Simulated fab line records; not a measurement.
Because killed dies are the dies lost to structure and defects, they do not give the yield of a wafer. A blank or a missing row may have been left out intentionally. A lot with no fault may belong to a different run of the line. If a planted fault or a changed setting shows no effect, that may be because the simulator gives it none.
fab line records ; flow nand-harc
record: lots: 14; wafers: 42; last-day: 34
route steps=1302 shown A_ONON_D1@437 A_CHANNEL_HOLE_D1@461
lots untouched by any fault: they come from a run of this same line in which no faults occurred
start-h: hours from the record's opening day to when the first of the lot's shown wafers began ; wait-h: hours from the lot's prior step to this one ; " unchanged from the row above ; L1.1+2: a single row standing in for several wafers ; - no value, or no start was given ; * or withheld: withheld ; < > ~ a bound
route shown NAME@n: names a module that has steps shown in the file, with the first one's number in the route ; usual: mean/standard deviation of fault-free wafers ; same: alike in all rows ; chamber/n: place in a boat ; sites: the reading at each site ; _std_site: standard deviation of those values ; _edge_site: outer sites' mean less inner sites' ; radius-mm: for every site, how far away it sits from the centre of the wafer ; mask NAME#n: copy n ; behind: the last tool/chamber to shape the wafer ; hold: why the lot went on hold/how many hours it stayed there/how the hold came to an end ; device: transistor that didn't switch, given as n, p or np ; end of line: the same wafers' tests at the end of the route ; step lacking rows: just its recipe ; killed: count of dies lost to structure and defects at first sort (not the wafer's yield) ; map: per-die view of a wafer (x killed, . not killed, _ where there is no die)
set.NAME: setting as actually run; set.NAME@STEP: the setting as run at that earlier step ; model.NAME: the simulator's own value behind a step, which no gauge read
a sample of lots followed through the steps of the route, with each step as a table and each wafer as a row
services: from which hour (start-h, from the record's first day; less than 0 if before it) a tool's chamber was out of use, for how many hours, and why
== steps ==
step: NHARC_A_ONON_D1_THK_MEAS_18
recipe: thk-meas-gauge: ellipsometry
usual: thk-nm: 1000/8.9
lot.wafer;tool;chamber;start-h;wait-h;thk-nm
L187.2;film-metro-02;-;166.50;-;993
L187.3;film-metro-02;-;166.50;-;993
L187.5;film-metro-02;-;166.50;-;994
L188.1;film-metro-01;-;185.79;-;994
L188.2;film-metro-01;-;185.79;-;994
L188.4;film-metro-01;-;185.79;-;993
L191.1;film-metro-02;-;209.32;-;991
L191.3;film-metro-02;-;209.32;-;991
L191.5;film-metro-02;-;209.32;-;991
L192.1;film-metro-01;-;220.37;-;1002
L192.3;film-metro-01;-;220.37;-;1000
L192.5;film-metro-01;-;220.37;-;1002
L195.1;film-metro-01;-;256.37;-;1006
L195.2;film-metro-01;-;256.37;-;1007
L195.5;film-metro-01;-;256.37;-;1006
L197.2;film-metro-02;-;270.92;-;1008
L197.4;film-metro-02;-;270.92;-;1007
L197.6;film-metro-02;-;270.92;-;1008
L203.1;film-metro-02;-;333.87;-;987
L203.3;film-metro-02;-;333.87;-;987
L203.6;film-metro-02;-;333.87;-;988
L204.2;film-metro-01;-;333.87;-;993
L204.3;film-metro-01;-;333.87;-;993
L204.4;film-metro-01;-;333.87;-;993
L205.3;film-metro-01;-;350.93;-;996
L205.4;film-metro-01;-;350.93;-;997
L205.6;film-metro-01;-;350.93;-;996
L206.1;film-metro-02;-;360.61;-;1019
L206.3;film-metro-02;-;360.61;-;1021
L206.5;film-metro-02;-;360.61;-;1020
L208.1;film-metro-01;-;379.38;-;988
L208.2;film-metro-01;-;379.38;-;986
L208.3;film-metro-01;-;379.38;-;988
L207.2;film-metro-01;-;392.20;-;1003
L207.5;film-metro-01;-;392.20;-;1002
L207.6;film-metro-01;-;392.20;-;1001
L209.2;film-metro-01;-;399.26;-;1015
L209.5;film-metro-01;-;399.26;-;1014
L209.6;film-metro-01;-;399.26;-;1013
L210.2;film-metro-02;-;399.27;-;998
L210.3;film-metro-02;-;399.27;-;997
L210.6;film-metro-02;-;399.27;-;997
step: NHARC_A_ONON_D1_THK_MEAS_21
recipe: thk-meas-gauge: ellipsometry
usual: thk-nm: 1005/11
lot.wafer;tool;chamber;start-h;wait-h;thk-nm
L187.2;film-metro-02;-;167.07;-;1011
L187.3;film-metro-02;-;167.07;-;1008
L187.5;film-metro-02;-;167.07;-;1010
L188.1;film-metro-01;-;186.35;-;1011
L188.2;film-metro-01;-;186.35;-;1012
L188.4;film-metro-01;-;186.35;-;1012
L191.1;film-metro-02;-;209.89;-;1000
L191.3;film-metro-02;-;209.89;-;1001
L191.5;film-metro-02;-;209.89;-;1000
L192.1;film-metro-02;-;220.94;-;994
L192.3;film-metro-02;-;220.94;-;994
L192.5;film-metro-02;-;220.94;-;996
L195.1;film-metro-02;-;256.94;-;1004
L195.2;film-metro-02;-;256.94;-;1006
L195.5;film-metro-02;-;256.94;-;1006
L197.2;film-metro-02;-;271.62;-;982
L197.4;film-metro-02;-;271.62;-;982
L197.6;film-metro-02;-;271.62;-;983
L203.1;film-metro-02;-;334.44;-;1009
L203.3;film-metro-02;-;334.44;-;1011
L203.6;film-metro-02;-;334.44;-;1010
L204.2;film-metro-01;-;334.44;-;1020
L204.3;film-metro-01;-;334.44;-;1020
L204.4;film-metro-01;-;334.44;-;1018
L205.3;film-metro-01;-;351.50;-;1001
L205.4;film-metro-01;-;351.50;-;1000
L205.6;film-metro-01;-;351.50;-;1001
L206.1;film-metro-01;-;361.18;-;988
L206.3;film-metro-01;-;361.18;-;988
L206.5;film-metro-01;-;361.18;-;987
L208.1;film-metro-01;-;379.95;-;1004
L208.2;film-metro-01;-;379.95;-;1005
L208.3;film-metro-01;-;379.95;-;1004
L207.2;film-metro-01;-;392.76;-;993
L207.5;film-metro-01;-;392.76;-;992
L207.6;film-metro-01;-;392.76;-;995
L210.2;film-metro-02;-;399.83;-;993
L210.3;film-metro-02;-;399.83;-;995
L210.6;film-metro-02;-;399.83;-;991
L209.2;film-metro-01;-;399.83;-;1003
L209.5;film-metro-01;-;399.83;-;1004
L209.6;film-metro-01;-;399.83;-;1006
step: NHARC_A_ONON_D1_THK_MEAS_30
recipe: thk-meas-gauge: ellipsometry
usual: thk-nm: 1004/11
lot.wafer;tool;chamber;start-h;wait-h;thk-nm
L187.2;film-metro-02;-;168.79;-;987
L187.3;film-metro-02;-;168.79;-;991
L187.5;film-metro-02;-;168.79;-;988
L188.1;film-metro-02;-;188.06;-;995
L188.2;film-metro-02;-;188.06;-;994
L188.4;film-metro-02;-;188.06;-;995
L191.1;film-metro-02;-;211.59;-;1006
L191.3;film-metro-02;-;211.59;-;1006
L191.5;film-metro-02;-;211.59;-;1004
L192.1;film-metro-02;-;222.65;-;1015
L192.3;film-metro-02;-;222.65;-;1018
L192.5;film-metro-02;-;222.65;-;1018
L195.1;film-metro-01;-;258.63;-;992
L195.2;film-metro-01;-;258.63;-;990
L195.5;film-metro-01;-;258.63;-;991
L197.2;film-metro-01;-;273.42;-;1001
L197.4;film-metro-01;-;273.42;-;1004
L197.6;film-metro-01;-;273.42;-;1000
L203.1;film-metro-01;-;336.15;-;1022
L203.3;film-metro-01;-;336.15;-;1021
L203.6;film-metro-01;-;336.15;-;1022
L204.2;film-metro-02;-;336.17;-;1005
L204.3;film-metro-02;-;336.17;-;1002
L204.4;film-metro-02;-;336.17;-;1005
L205.3;film-metro-02;-;353.20;-;984
L205.4;film-metro-02;-;353.20;-;986
L205.6;film-metro-02;-;353.20;-;986
L206.1;film-metro-02;-;362.93;-;1009
L206.3;film-metro-02;-;362.93;-;1010
L206.5;film-metro-02;-;362.93;-;1009
L208.1;film-metro-01;-;381.70;-;989
L208.2;film-metro-01;-;381.70;-;990
L208.3;film-metro-01;-;381.70;-;987
L207.2;film-metro-02;-;394.45;-;1004
L207.5;film-metro-02;-;394.45;-;1001
L207.6;film-metro-02;-;394.45;-;1002
L210.2;film-metro-01;-;401.52;-;997
L210.3;film-metro-01;-;401.52;-;997
L210.6;film-metro-01;-;401.52;-;996
L209.2;film-metro-02;-;401.53;-;1011
L209.5;film-metro-02;-;401.53;-;1014
L209.6;film-metro-02;-;401.53;-;1011
step: NHARC_A_CHANNEL_HOLE_D1_DEVELOP_09
recipe: develop-time-s: 35; dev-temp-c: 23
usual: chill-plate-temp-C: 23.02/0.097; exhaust-pa: 44.9/0.94
lot.wafer;tool;chamber;start-h;wait-h;chill-plate-temp-C;exhaust-pa
L187.2;litho-track-04;0;178;-;23.01;44.5
L187.3;litho-track-04;0;178;-;23.15;45.8
L187.5;litho-track-04;0;178;-;22.98;45.4
L188.1;litho-track-04;0;193;-;23.11;44.6
L188.2;litho-track-04;0;193;-;22.91;45.7
L188.4;litho-track-04;0;193;-;23.02;44.0
L191.1;litho-track-01;0;215;-;23.13;45.3
L191.3;litho-track-01;0;215;-;22.94;44.4
L191.5;litho-track-01;0;215;-;22.95;44.1
L192.1;litho-track-01;0;225;-;23.19;42.2
L192.3;litho-track-01;0;225;-;23.05;44.5
L192.5;litho-track-01;0;225;-;22.98;43.3
L195.1;litho-track-01;0;265;-;23.12;45.6
L195.2;litho-track-01;0;265;-;23.05;45.7
L195.5;litho-track-01;0;265;-;22.95;45.9
L197.2;litho-track-04;0;276;-;23.08;44.5
L197.4;litho-track-04;0;276;-;23.00;45.7
L197.6;litho-track-04;0;276;-;22.96;46.2
L203.1;litho-track-04;0;339;-;22.90;46.0
L203.3;litho-track-04;0;339;-;23.06;45.6
L203.6;litho-track-04;0;339;-;22.97;45.8
L204.2;litho-track-06;0;341;-;23.04;43.8
L204.3;litho-track-06;0;341;-;23.08;44.0
L204.4;litho-track-06;0;341;-;22.96;43.9
L205.3;litho-track-04;0;356;-;23.02;45.1
L205.4;litho-track-04;0;356;-;23.16;44.9
L205.6;litho-track-04;0;356;-;23.01;45.2
L206.1;litho-track-01;0;366;-;22.78;44.1
L206.3;litho-track-01;0;366;-;22.98;44.2
L206.5;litho-track-01;0;366;-;22.93;45.4
L208.1;litho-track-01;0;384;-;22.82;45.3
L208.2;litho-track-01;0;384;-;22.87;45.0
L208.3;litho-track-01;0;384;-;23.05;45.2
L207.2;litho-track-06;0;398;-;22.97;44.5
L207.5;litho-track-06;0;398;-;22.98;43.8
L207.6;litho-track-06;0;398;-;23.00;44.5
L210.2;litho-track-01;0;409;-;23.13;45.1
L210.3;litho-track-01;0;409;-;23.30;45.1
L210.6;litho-track-01;0;409;-;23.10;45.5
L209.2;litho-track-01;0;410;-;23.12;45.1
L209.5;litho-track-01;0;410;-;22.99;45.0
L209.6;litho-track-01;0;410;-;22.91;45.8
step: NHARC_A_CHANNEL_HOLE_D1_CD_MEAS_10
recipe: target-cd-nm: 100; landing-energy-ev: 500
usual: cd-nm: 100.0/0.42
same: landing-energy-ev: 500
lot.wafer;tool;chamber;start-h;wait-h;cd-nm
L187.2;cd-sem-01;0;178.58;-;99.5
L187.3;cd-sem-01;0;178.58;-;100.3
L187.5;cd-sem-01;0;178.58;-;99.6
L188.1;cd-sem-01;0;193.94;-;100.0
L188.2;cd-sem-01;0;193.94;-;100.2
L188.4;cd-sem-01;0;193.94;-;99.4
L191.1;cd-sem-02;0;215.11;-;100.7
L191.3;cd-sem-02;0;215.11;-;99.8
L191.5;cd-sem-02;0;215.11;-;99.8
L192.1;cd-sem-02;0;225.88;-;100.1
L192.3;cd-sem-02;0;225.88;-;99.1
L192.5;cd-sem-02;0;225.88;-;100.0
L195.1;cd-sem-03;0;265.10;-;99.5
L195.2;cd-sem-03;0;265.10;-;100.0
L195.5;cd-sem-03;0;265.10;-;99.3
L197.2;cd-sem-02;0;277.05;-;100.1
L197.4;cd-sem-02;0;277.05;-;100.0
L197.6;cd-sem-02;0;277.05;-;100.0
L203.1;cd-sem-03;0;339.65;-;102.0
L203.3;cd-sem-03;0;339.65;-;99.6
L203.6;cd-sem-03;0;339.65;-;101.4
L204.2;cd-sem-02;0;341.56;-;99.7
L204.3;cd-sem-02;0;341.56;-;99.6
L204.4;cd-sem-02;0;341.56;-;99.3
L205.3;cd-sem-01;0;356.34;-;99.4
L205.4;cd-sem-01;0;356.34;-;99.4
L205.6;cd-sem-01;0;356.34;-;101.8
L206.1;cd-sem-02;0;366.13;-;100.0
L206.3;cd-sem-02;0;366.13;-;99.6
L206.5;cd-sem-02;0;366.13;-;99.6
L208.1;cd-sem-02;0;384.91;-;100.2
L208.2;cd-sem-02;0;384.91;-;99.9
L208.3;cd-sem-02;0;384.91;-;99.8
L207.2;cd-sem-01;0;398.87;-;101.6
L207.5;cd-sem-01;0;398.87;-;100.7
L207.6;cd-sem-01;0;398.87;-;100.5
L210.2;cd-sem-01;0;409.34;-;100.0
L210.3;cd-sem-01;0;409.34;-;100.1
L210.6;cd-sem-01;0;409.34;-;100.2
L209.2;cd-sem-01;0;410.12;-;100.0
L209.5;cd-sem-01;0;410.12;-;99.8
L209.6;cd-sem-01;0;410.12;-;100.4
== services ==
tool;chamber;start-h;hours;kind
litho-track-01;-;155.00;7.0;pm
litho-track-06;-;179.00;7.0;pm
litho-track-04;-;203.00;7.0;pm
litho-track-01;-;330.00;7.0;pm
litho-track-06;-;354.00;7.0;pm
litho-track-04;-;378.00;7.0;pm
== key ==
first-sign: step: NHARC_A_CHANNEL_HOLE_D1_CD_MEAS_10; reading: cd-nm; direction: up; sigmas: 4.1; usual: 100.0; struck: 101.7
effect none on later readings
met-at NHARC_A_CHANNEL_HOLE_D1_DEVELOP_09
struck-lots L203,L205
struck-wafers L203.1,L203.6,L205.6
tester-left-out L203,L205
not-acting-at NHARC_A_ONON_D1_THK_MEAS_18,NHARC_A_ONON_D1_THK_MEAS_21,NHARC_A_ONON_D1_THK_MEAS_30
onset-between 276 339
fault: kind: process-parameter-drift; tool: litho-track-04; chamber: -; onset-h: 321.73; steps: NHARC_A_CHANNEL_HOLE_D1_DEVELOP_09; channel: develop-time-s; offset: *; shape: step; end-h: 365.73; scope: struck-wafers-only; acts-in: *; stated: *
tester-left-out: of these lots the tester's yield and bins aren't shown, on N5 and GAA mostly nor the transistor test; their killed dies are dies lost to structure and defects alone, not to doping, threshold or leakage, so they don't give the yield
